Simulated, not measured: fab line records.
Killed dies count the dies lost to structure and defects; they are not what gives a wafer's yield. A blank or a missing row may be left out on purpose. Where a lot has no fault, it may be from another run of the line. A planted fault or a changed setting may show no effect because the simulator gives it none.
Split-lot study -- flow n5-finfet -- on a route of 1938 steps: 7 lots, 21 wafers read

## ON THE SPLIT
At N5_BEOL_M11_ETCH_62 (etches SOC in N2/H2, target depth 110 nm, overetch 22 nm, time 165 s), the setting time-s was moved away from the recipe's 165 s on 4 of the 21 wafers read, by -16.1% to +14.8%. This setting was run at the recipe's value on the other wafers.

The reading comes from the split's own step.

## THE READING
SiARC_of_BEOL_M11_COAT_60.thk-nm (the simulator's own value, which no gauge read), in nm, at N5_BEOL_M11_ETCH_62 (etches SOC in N2/H2, target depth 110 nm, overetch 22 nm, time 165 s). No usual value for it is given in the file. The 17 wafers here that ran the recipe average 23.5 nm, standard deviation 0.17 nm.

wafer,"tool, chamber at the split","time-s as run, s",against the recipe,"SiARC_of_BEOL_M11_COAT_60.thk-nm, nm",against lot-mates on the recipe
L077.2,"rie-diel-03, 2",165,recipe,23.4,-
L077.3,"rie-diel-03, 0",165,recipe,23.6,-
L077.6,"rie-diel-03, 2",165,recipe,23.4,-
L075.2,"rie-diel-02, 2",165,recipe,23.8,-
L075.4,"rie-diel-02, 1",165,recipe,23.4,-
L075.6,"rie-diel-02, 3",165,recipe,23.4,-
L085.3,"rie-diel-03, 0",138.5,-16.1%,24.8,+1.4
L085.4,"rie-diel-03, 1",138.5,-16.1%,24.6,+1.2
L085.6,"rie-diel-03, 2",165,recipe,23.4,-
L087.2,"rie-diel-05, 3",165,recipe,23.8,-
L087.3,"rie-diel-05, 0",189.4,+14.8%,22.6,-1.2
L087.6,"rie-diel-05, 3",189.4,+14.8%,22.8,-1.0
L090.2,"rie-diel-02, 2",165,recipe,23.6,-
L090.5,"rie-diel-02, 0",165,recipe,23.4,-
L090.6,"rie-diel-02, 1",165,recipe,23.4,-
L094.2,"rie-diel-02, 0",165,recipe,23.4,-
L094.3,"rie-diel-02, 2",165,recipe,23.4,-
L094.6,"rie-diel-02, 1",165,recipe,23.2,-
L096.1,"rie-diel-05, 2",165,recipe,23.4,-
L096.2,"rie-diel-05, 0",165,recipe,23.4,-
L096.4,"rie-diel-05, 3",165,recipe,23.8,-

FIT RESULTS
A straight line over all 21 wafers: SiARC_of_BEOL_M11_COAT_60.thk-nm changes by -0.0652 nm for each +1% of time-s; r = -0.93; the points scatter about the line by 0.18 nm.
The same after taking each lot's own level away (the mean of its wafers on the recipe; 21 wafers): -0.0779 nm for each +1%; r = -0.97; scatter 0.13 nm.
The reading moves by 1.3 nm for the largest change in time-s, on that fit.
The span of the lots' own levels, 23.33 to 23.80 nm, comes to 2.8 times the standard deviation stated above.
In other words, the slope is changed by the lot-to-lot level; the two fits disagree.
Check: +1.2 nm against its lot-mates is what the line predicts for one of the wafers moved furthest among these (-16.1%) when that wafer is left out of the fit. Against them it came out at +1.4 nm.

## THESE WAFERS: OTHER SPLITS
These wafers also went through other splits before the reading. Each is held against what the fit with the lots' levels taken away leaves over:
other split on the same wafers,wafers away from the commonest value,r with SiARC_of_BEOL_M11_COAT_60.thk-nm (lot level and that fit taken away)
N5_BEOL_M11_PECVD_70 time-s,5,-0.01
N5_BEOL_M11_EXPOSE_08 dose-mj,7,+0.13

## THE FILE'S OWN FIT
SiARC_of_BEOL_M11_COAT_60.thk-nm changes by -0.0779 nm for each +1% of time-s, r = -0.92.
